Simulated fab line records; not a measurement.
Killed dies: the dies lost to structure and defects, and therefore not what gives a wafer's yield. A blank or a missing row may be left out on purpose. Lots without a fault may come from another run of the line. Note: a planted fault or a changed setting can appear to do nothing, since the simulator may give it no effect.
A lot that was struck, set against a sound lot -- flow n5Finfet -- 15 steps out of a route of 1938
Sound: wafers L119.1, L119.4, L119.5. Wafers L131.1, L131.2, L131.6 were the ones struck. At the end, the cause is stated.
Per side, at each step with rows, come the tool, then ch with its chambers, and then its first start. Under that, the readings that differ: sound wafers -- struck wafers -- difference of the means -- sigmas: that difference in standard deviations of wafers without a fault.
alike: readings with means less than 2 such deviations apart, plus words and numbers identical on both sides. not compared: withheld readings, readings lacking a value on some wafer, bounds such as >300 that could conceal the same value, and numbers that have no deviation in the record and whose values overlap.
A row with sigmas, a row that says differs or no value, or rows on one side alone: a step with any of these is where the two part. Numbers that don't overlap but have no deviation are shown without sigmas and don't part them. A reading that every wafer of one side lacks parts them only if that side has two wafers or more.

first, 8 steps without rows for these wafers: N5_BEOL_M15_COAT_60 (time 60 s, resist thk 89 nm); N5_BEOL_M15_COAT_22 (resist thk 800 nm); N5_BEOL_M15_EBR_24; N5_BEOL_M15_SOFTBAKE_23 (time 60 s); N5_BEOL_M15_EXPOSE_25 (exposes mask M15, target cd 400 nm); N5_BEOL_M15_PEB_26 (peb time 90 s); N5_BEOL_M15_DEVELOP_27 (develop time 45 s); N5_BEOL_M15_HARDBAKE_32 (time 120 s).
N5_BEOL_M15_CD_MEAS_28: target cd 407.6 nm.
  sound on cdSem-03 ch 0, day 13 05:33; struck on cdSem-02 ch 0, day 17 00:55
  alike: cdNm
N5_BEOL_M15_OVL_MEAS_29:
  sound on overlay-01 ch 0, day 13 05:35; struck on overlay-02 ch 0, day 17 00:56
  alike: M15_OVL
N5_BEOL_M15_INSPECT_30: inspects for defects (macro).
  sound: defectInspect-02 at day 13 05:36; struck: defectInspect-01 at day 17 00:58
  alike: rawDefectCount
N5_BEOL_M15_DESCUM_33: chemistry O2, time 7.9 s.
  sound on rieDiel-04 ch 0,1, day 13 06:58; struck on rieDiel-03 ch 0,1,2, day 17 01:41
reading,sound,struck,difference,sigmas
throttleValvePct (%),19.69 20.45 19.68,20.53 20.53 20.59,+0.61,+2
  alike: drypumpMotorCurrentA, oesProductAu, rfFwdPowerW, rfVppV, showerheadPlenumPTorr
  not compared: rfHoursCounterH
N5_BEOL_M15_ETCH_61: etches BARC in N2/H2, target depth 89 nm, overetch 26.7 nm, time 67.9 s.
  sound on rieDiel-04 ch 0,1, day 13 07:00; struck on rieDiel-03 ch 0,1,2, day 17 01:43
reading,sound,struck,difference,sigmas
biasW (W),150.5 150.4 150.3,127.3 126.6 128.4,-23.0,-49
rfVppV (V),527.9 528.5 527.2,474.2 470.5 474.8,-54.7,-20
  alike: drypumpMotorCurrentA, oesProductAu, rfFwdPowerW, showerheadPlenumPTorr, throttleValvePct
  not compared: rfHoursCounterH
N5_BEOL_M15_TRENCH_ETCH_34: etches SiO2 in C4F8/O2/Ar, target depth 872.93 nm, time 199 s.
  sound on rieDiel-04 ch 0,1, day 13 07:03; struck on rieDiel-03 ch 0,1,2, day 17 01:46
  alike: biasW, drypumpMotorCurrentA, oes_ar_750_au, oesProductAu, rfFwdPowerW, rfVppV, showerheadPlenumPTorr, throttleValvePct
  not compared: rfHoursCounterH
N5_PASSIVATION_PROBE_49:
  the record has rows for the struck wafers here (prober-02, day 18 00:51) and none for the sound ones

WHERE THEY PART
First at N5_BEOL_M15_DESCUM_33; last, within this record, at N5_PASSIVATION_PROBE_49.

WHY: whatever the simulator had introduced
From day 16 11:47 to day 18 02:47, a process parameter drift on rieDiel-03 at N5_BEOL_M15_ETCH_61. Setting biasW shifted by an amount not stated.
